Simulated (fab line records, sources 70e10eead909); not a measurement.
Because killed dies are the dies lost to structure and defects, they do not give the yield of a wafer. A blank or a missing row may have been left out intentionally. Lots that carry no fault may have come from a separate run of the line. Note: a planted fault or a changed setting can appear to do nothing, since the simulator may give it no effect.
Comparing a struck lot with a sound one | flow nand_harc | 43 steps out of a route of 1302
Sound: wafers L471.3, L471.4, L471.6. Struck: wafers L487.3, L487.5. (L487.2 of the same lot was not struck and is left out.) The cause comes at the end.
Order at every step that has rows: each side's tool, ch and its chambers, its first start. Under that, the readings that differ: sound wafers | struck wafers | difference of the means | sigmas: that difference in standard deviations of wafers without a fault.
alike: readings whose means differ by less than 2 such deviations, and words and numbers that are the same on both sides. not compared: withheld readings, readings that some wafer has no value for, bounds like >300 that may hide the same value, and numbers for which the record gives no deviation and whose values overlap.
Wherever a step has rows on one side only, a row that says differs or no value, or a row with sigmas, the two part there. When numbers do not overlap yet have no deviation, they are printed without sigmas and do not part them. A reading missing from all wafers of one side parts the sides only when that side holds two or more wafers.

NHARC_A_ONON_D1_THK_MEAS_21: measures by ellipsometry.
  sound on film_metro-02, day 8 10:26; struck on film_metro-01, day 14 19:47
  reading     | sound          | struck  | difference | sigmas
  thk_nm (nm) | 1004 1003 1002 | 983 983 | -20        | -2
following that, 1 step holds no rows for these wafers, namely NHARC_A_ONON_D1_DEP_22 (target thickness 1000 nm).
NHARC_A_ONON_D1_THK_MEAS_24: measures by ellipsometry.
  sound on film_metro-02, day 8 10:59; struck on film_metro-01, day 14 20:21
  alike: thk_nm
following that, 1 step holds no rows for these wafers, namely NHARC_A_ONON_D1_DEP_25 (target thickness 1000 nm).
NHARC_A_ONON_D1_THK_MEAS_27: measures by ellipsometry.
  sound on film_metro-01, day 8 11:34; struck on film_metro-01, day 14 20:55
  alike: thk_nm
following that, 1 step holds no rows for these wafers, namely NHARC_A_ONON_D1_DEP_28 (target thickness 1000 nm).
NHARC_A_ONON_D1_THK_MEAS_30: measures by ellipsometry.
  sound on film_metro-01, day 8 12:07; struck on film_metro-01, day 14 21:29
  alike: thk_nm
NHARC_A_ONON_D1_DEP_33: deposits SiO2, target thk 200 nm.
  sound on pecvd-01 ch 0,1, day 8 12:13; struck on pecvd-03 ch 1,2, day 14 21:32
  alike: heater_power_w, throttle_valve_pct
NHARC_A_ONON_D1_THK_MEAS_34: measures by ellipsometry.
  sound on film_metro-01, day 8 12:37; struck on film_metro-01, day 14 21:57
  alike: thk_nm
NHARC_A_ONON_D1_INSPECT_32:
  sound on defect_inspect-01, day 8 12:41; struck on defect_inspect-02, day 14 22:01
  alike: raw_defect_count
then, 1 step without rows for these wafers: NHARC_A_CHANNEL_HOLE_D1_DEP_00 (deposits aC, target thk 3100 nm).
NHARC_A_CHANNEL_HOLE_D1_DEP_01: deposits SiON, target thk 140 nm.
  sound on pecvd-04 ch 0,1,2, day 8 14:49; struck on pecvd-01 ch 1, day 15 00:32
  alike: heater_power_w
then, 10 steps without rows for these wafers: NHARC_A_CHANNEL_HOLE_D1_DEHYDRATE_02 (time 120 s); NHARC_A_CHANNEL_HOLE_D1_HMDS_03 (time 30 s); NHARC_A_CHANNEL_HOLE_D1_COAT_36 (time 75 s); NHARC_A_CHANNEL_HOLE_D1_COAT_37 (time 65 s); NHARC_A_CHANNEL_HOLE_D1_COAT_04 (resist thk 90 nm); NHARC_A_CHANNEL_HOLE_D1_SOFTBAKE_05 (time 55 s); NHARC_A_CHANNEL_HOLE_D1_EBR_06; NHARC_A_CHANNEL_HOLE_D1_EXPOSE_07 (exposes mask HOLE D1, target cd 100 nm); NHARC_A_CHANNEL_HOLE_D1_PEB_08 (peb time 65 s); NHARC_A_CHANNEL_HOLE_D1_DEVELOP_09 (develop time 35 s).
NHARC_A_CHANNEL_HOLE_D1_CD_MEAS_10 targets a cd of 100 nm.
  sound on cd_sem-02 ch 0, day 8 15:31; struck on cd_sem-01 ch 0, day 15 01:14
  alike: cd_nm
NHARC_A_CHANNEL_HOLE_D1_OVL_MEAS_11:
  sound on overlay-01, day 8 15:36; struck on overlay-01, day 15 01:19
  reading           | sound       | struck    | difference | sigmas
  overlay_x_nm (nm) | 1.7 1.8 1.9 | -1.2 -1.2 | -3.0       | -4
  alike: overlay_y_nm
NHARC_A_CHANNEL_HOLE_D1_INSPECT_12:
  sound on defect_inspect-02, day 8 15:38; struck on defect_inspect-01, day 15 01:21
  reading          | sound | struck  | difference | sigmas
  raw_defect_count | 7 5 3 | 298 349 | +318       | +99 or more
then, 2 steps without rows for these wafers: NHARC_A_CHANNEL_HOLE_D1_DESCUM_15 (chemistry O2, time 3 s); NHARC_A_CHANNEL_HOLE_D1_ETCH_38 (etches the open film in CF4, target depth 39 nm, time 65 s).
NHARC_A_CHANNEL_HOLE_D1_ETCH_39: etches the open film in N2/H2, target depth 260 nm, time 325 s.
  sound on rie_diel-13 ch 0,1; struck on rie_diel-11 ch 0,3
  alike: drypump_motor_current_A, oes_product_au, rf_vpp_V, showerhead_plenum_p_Torr, throttle_valve_pct
  not compared: rf_hours_counter_h
NHARC_A_CHANNEL_HOLE_D1_ETCH_34: etches the open film in CF4/CHF3, target depth 154 nm, time 77 s.
  sound on rie_diel-13 ch 1,3; struck on rie_diel-11 ch 0,2
  reading               | sound             | struck      | difference | sigmas
  oes_product_au (a.u.) | 0.982 0.963 0.986 | 0.919 0.905 | -0.065     | -3
  alike: drypump_motor_current_A, rf_vpp_V, showerhead_plenum_p_Torr, throttle_valve_pct
  not compared: rf_hours_counter_h
then, 1 step without rows for these wafers: NHARC_A_CHANNEL_HOLE_D1_ETCH_16 (etches the open film in O2/COS, target depth 3100 nm, time 806 s).
NHARC_A_CHANNEL_HOLE_D1_CD_MEAS_18:
  sound on cd_sem-03, day 8 16:49; struck on cd_sem-02, day 15 02:32
  reading    | sound       | struck | difference | sigmas
  cd_nm (nm) | 101 105 104 | 93 96  | -9         | -3
NHARC_A_CHANNEL_HOLE_D1_ETCH_19: etches the open film in C4F8/O2/Ar, time 34.5 s.
  sound on har_etch-02 ch 0,1, day 8 16:55; struck on har_etch-02 ch 0,1, day 15 02:37
  alike: drypump_motor_current_A, showerhead_plenum_p_Torr, throttle_valve_pct
  not compared: rf_hours_counter_h
then, 4 steps without rows for these wafers: NHARC_A_CHANNEL_HOLE_D1_ETCH_20 (etches the open film in C4F8/O2/Ar, time 361.9 s, target depth 1600 nm); NHARC_A_CHANNEL_HOLE_D1_ETCH_21 (etches the open film in C4F8/O2/Ar, time 514.3 s, target depth 1600 nm); NHARC_A_CHANNEL_HOLE_D1_ETCH_22 (etches the open film in C4F8/O2/Ar, time 666.7 s, target depth 1600 nm); NHARC_A_CHANNEL_HOLE_D1_ETCH_23 (etches the open film in C4F8/O2/Ar, time 819 s, target depth 1600 nm).
NHARC_A_CHANNEL_HOLE_D1_ETCH_24: etches the open film in C4F8/O2/Ar, time 906.2 s, target depth 1500 nm.
  sound on har_etch-02 ch 0,1, day 8 19:16; struck on har_etch-02 ch 0,1, day 15 04:52
  reading                | sound                | struck        | difference | sigmas
  throttle_valve_pct (%) | 32.238 32.255 32.242 | 32.224 32.227 | -0.020     | -2
  alike: drypump_motor_current_A, showerhead_plenum_p_Torr
  not compared: rf_hours_counter_h
then, 4 steps without rows for these wafers: NHARC_A_CHANNEL_HOLE_D1_ETCH_25 (etches the open film in C4F8/O2/Ar, time 1040.2 s, target depth 1500 nm); NHARC_A_CHANNEL_HOLE_D1_ETCH_26 (etches the open film in C4F8/O2/Ar, time 224.1 s, target depth 300 nm); NHARC_A_CHANNEL_HOLE_D1_ETCH_33 (etches the open film in C4F8/O2/Ar, time 90 s, target depth 400 nm); NHARC_A_CHANNEL_HOLE_D1_STRIP_41 (strips in N2/H2).
NHARC_A_CHANNEL_HOLE_D1_INSPECT_40:
  sound on defect_inspect-01, day 8 22:35; struck on defect_inspect-01, day 15 08:41
  reading          | sound    | struck  | difference | sigmas
  raw_defect_count | 93 72 74 | 371 413 | +312       | +12
-- break in the record here, with 15 days between the starts of the struck wafers on either side (left off in module A_CHANNEL_HOLE_D1, picked up again in module END, where the first step shown is number 1302 on the route) --
NHARC_END_SORT_01:
  sound on prober-02 ch 0, day 24 17:41; struck on prober-02 ch 0, day 30 20:11
  reading         | sound    | struck  | difference | sigmas
  killed_at_array | 50 49 72 | 103 115 | +52        | +3
  killed_dies     | 54 53 78 | 106 116 | +49        | +3
  alike: killed_at_other, killed_at_periphery, killed_open, killed_short

## WHERE THEY PART
First at NHARC_A_ONON_D1_THK_MEAS_21; last, within this record, at NHARC_END_SORT_01.

WHY: whatever the simulator had introduced
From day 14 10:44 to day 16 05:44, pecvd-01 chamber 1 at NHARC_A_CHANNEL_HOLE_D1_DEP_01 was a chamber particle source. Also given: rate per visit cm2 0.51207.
